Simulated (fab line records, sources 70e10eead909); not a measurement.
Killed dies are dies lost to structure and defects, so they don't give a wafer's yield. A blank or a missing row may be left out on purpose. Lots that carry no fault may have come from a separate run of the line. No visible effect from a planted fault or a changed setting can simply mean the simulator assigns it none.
Comparing a struck lot with a sound one :: flow nandHarc :: 40 steps out of a route of 1159
Sound: the wafers L388.4, L388.5, L388.6. Struck: wafers L399.2, L399.5, L399.6. The cause comes at the end.
For every step that has rows: the tool of each side, followed by ch and its chambers, followed by its first start. Under that, the readings that differ: sound wafers :: struck wafers :: difference of the means :: sigmas: that difference in standard deviations of wafers without a fault.
alike: same words and numbers on both sides, and readings whose means sit less than 2 such deviations apart. not compared: any withheld reading, any reading some wafer has no value for, any bound like >300 that may hide the same value, and any number with overlapping values for which the record gives no deviation.
The two part at a step that has a row with sigmas, a row that says differs or no value, or rows on one side only. Numbers that have no deviation but don't overlap get no sigmas and don't part them. A reading that every wafer of one side lacks parts them only if that side has two wafers or more.

NHARC_A_BLC_CD_MEAS_10 targets a cd of 100 nm.
  sound on cdSem-03 ch 0, day 17 00:11; struck on cdSem-01 ch 0, day 20 14:13
  alike: cdNm
NHARC_A_BLC_OVL_MEAS_11:
  struck on overlay-01, day 20 14:19; sound on overlay-02, day 17 00:16
  alike: overlayXNm, overlayYNm
NHARC_A_BLC_INSPECT_12:
  struck on defectInspect-02, day 20 14:20; sound on defectInspect-01, day 17 00:17
  alike: rawDefectCount
then, 2 steps without rows for these wafers: NHARC_A_BLC_DESCUM_15 (chemistry O2, time 3 s); NHARC_A_BLC_ETCH_16 (etches the open film in CF4, target depth 39 nm, time 65 s).
NHARC_A_BLC_ETCH_17: etches the open film in N2/H2, target depth 390 nm, time 609.38 s.
  sound on rieDiel-06 ch 1,2,3; struck on rieDiel-06 ch 0,1,2
  alike: drypumpMotorCurrentA, mfcArSccm, oesProductAu, rfVppV, showerheadPlenumPTorr, throttleValvePct
  not compared: rfHoursCounterH
then, 1 step without rows for these wafers: NHARC_A_BLC_ETCH_18 (etches the open film in C4F8/O2/Ar, target depth 910 nm).
NHARC_A_BLC_CD_MEAS_19:
  struck on cdSem-02, day 20 15:44; sound on cdSem-02, day 17 01:20
  alike: cdNm
then, 1 step without rows for these wafers: NHARC_A_BLC_STRIP_29 (strips in CF4).
NHARC_A_BLC_STRIP_21: strips in O2.
  sound on rieDiel-06 ch 0,2,3, day 17 01:32; struck on rieDiel-12 ch 1,2,3, day 20 15:56
  alike: drypumpMotorCurrentA, mfcArSccm, oesProductAu, rfVppV, showerheadPlenumPTorr, throttleValvePct
  not compared: rfHoursCounterH
then, 1 step without rows for these wafers: NHARC_A_BLC_STRIP_22 (strips in post etch residue remover, time 600 s).
NHARC_A_BLC_DEGAS_30: time 60 s.
  struck on pvdSputter-01, day 20 16:19; sound on pvdSputter-01, day 17 01:56
  alike: heaterPowerW
NHARC_A_BLC_PRE_CLEAN_31: time 15 s.
  struck on pvdSputter-01, day 20 16:23; sound on pvdSputter-01, day 17 02:01
then, 1 step without rows for these wafers: NHARC_A_BLC_PVD_32 (deposits Ti, target thk 5 nm, time 17.7 s).
NHARC_A_BLC_ALD_23: deposits TiN, target thk 3 nm, pulse time 1 s, ald cycles 150.
  sound on aldMetal-03 ch 1,2,3, day 17 02:14; struck on aldMetal-04 ch 0,1,2, day 20 16:37
  alike: heaterPowerW, precursorPulseHeightRel
then, 13 steps without rows for these wafers: NHARC_A_BLC_CVD_24 (deposits W, target thk 150 nm, time 434 s); NHARC_A_BLC_CMP_25 (polishes, t overpolish 30 s, target thk 150 nm); NHARC_A_BLC_SRD_27; NHARC_A_M0_DEP_00 (deposits SiOC, target thk 150 nm); NHARC_A_M0_DEHYDRATE_01 (time 120 s); NHARC_A_M0_HMDS_02 (time 30 s); NHARC_A_M0_COAT_33 (time 65 s); NHARC_A_M0_COAT_03 (resist thk 90 nm); NHARC_A_M0_SOFTBAKE_04 (time 55 s); NHARC_A_M0_EBR_05; NHARC_A_M0_EXPOSE_06 (exposes mask A M0, target cd 80 nm); NHARC_A_M0_PEB_07 (peb time 65 s); NHARC_A_M0_DEVELOP_08 (develop time 35 s).
NHARC_A_M0_CD_MEAS_09 targets a cd of 80 nm.
  sound on cdSem-02 ch 0, day 17 08:53; struck on cdSem-01 ch 0, day 20 18:41
  alike: cdNm
NHARC_A_M0_OVL_MEAS_10: pitch 160 nm.
  struck on overlay-02, day 20 18:46; sound on overlay-01, day 17 08:58
  alike: overlayXNm, overlayYNm
then, 3 steps without rows for these wafers: NHARC_A_M0_DESCUM_14 (chemistry O2, time 3 s); NHARC_A_M0_ETCH_34 (etches the open film in N2/H2, target depth 40 nm, overetch 12 nm, time 43.94 s); NHARC_A_M0_ETCH_15 (etches the open film in C4F8/Ar, target depth 150 nm, overetch 15 nm, time 82.5 s).
NHARC_A_M0_CD_MEAS_16:
  struck on cdSem-03, day 20 19:10; sound on cdSem-02, day 17 09:22
  alike: cdNm
NHARC_A_M0_STRIP_18: strips in N2/H2.
  sound on rieDiel-09 ch 0,2,3, day 17 09:29; struck on rieDiel-09 ch 0,1,3, day 20 19:17
  alike: drypumpMotorCurrentA, mfcArSccm, oesProductAu, rfVppV, showerheadPlenumPTorr, throttleValvePct
  not compared: rfHoursCounterH
then, 4 steps without rows for these wafers: NHARC_A_M0_STRIP_19 (strips in post etch residue remover, time 600 s); NHARC_A_M0_DEGAS_28 (time 60 s); NHARC_A_M0_PRE_CLEAN_29 (time 30 s); NHARC_A_M0_PVD_20 (deposits TaN, target thk 5 nm, time 8.06 s).
NHARC_END_SORT_01:
  sound on prober-02 ch 0, day 19 04:01; struck on prober-02 ch 0, day 22 17:37
reading: killedAtArray
sound: 30 20 12
struck: 90 97 94
difference: +73
sigmas: +9

reading: killedDies
sound: 32 21 17
struck: 97 99 97
difference: +74
sigmas: +9
  alike: killedAtOther, killedAtPeriphery, killedOpen, killedShort

WHERE THEY PART
At NHARC_END_SORT_01 and nowhere else, as far as this record goes.

WHY: what had been put in by the simulator
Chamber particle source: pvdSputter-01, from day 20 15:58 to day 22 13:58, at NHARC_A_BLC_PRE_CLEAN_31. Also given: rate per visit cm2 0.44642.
